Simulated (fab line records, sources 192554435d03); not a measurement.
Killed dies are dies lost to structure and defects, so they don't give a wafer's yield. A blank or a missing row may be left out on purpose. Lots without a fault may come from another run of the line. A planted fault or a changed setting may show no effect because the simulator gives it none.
Chamber matching | flow n5_finfet | N5_MOL_CONTACT_COAG_STRIP_72 on rie_diel-05: 4 sister chambers
The step strips in N2/H2. 4 wafers are shown with their chamber, then 8 later ones without.

WAFERS WITH THEIR CHAMBER
wafer  | chamber | drypump_motor_current_A (A)
L088.5 | 1       | 4.9
L090.1 | 3       | 5.6
L090.6 | 0       | 6.3
L093.1 | 2       | 5.9

WAFERS WITHOUT THEIR CHAMBER
wafer  | drypump_motor_current_A (A)
L093.5 | 6.3
L093.6 | 6.0
L094.2 | 6.3
L094.3 | 4.9
L094.5 | 4.9
L097.1 | 4.9
L097.4 | 4.9
L097.5 | 4.9

WHICH CHAMBER EACH WENT THROUGH
wafer  | from the rows above | in truth
L093.5 | 0                   | 0
L093.6 | 2                   | 2
L094.2 | 0                   | 0
L094.3 | 1                   | 1
L094.5 | 1                   | 1
L097.1 | 1                   | 1
L097.4 | 1                   | 1
L097.5 | 1                   | 1
Placed correctly: 8 of 8. Can't be placed from these rows: 0. Placed wrongly: 0.
How it was worked out, from the rows above alone: a wafer's distance from a chamber is the root of the sum, over the readings, of the square of ((its reading less the chamber's mean) divided by the reading's scatter). The wafer belongs to the nearest chamber; if the next one is less than 2 further off, it can't be placed. A chamber's mean is the mean of its shown wafers. The scatter: with one shown wafer a chamber, the root of the mean of the squares of how far each hidden wafer lies from its nearest shown one.
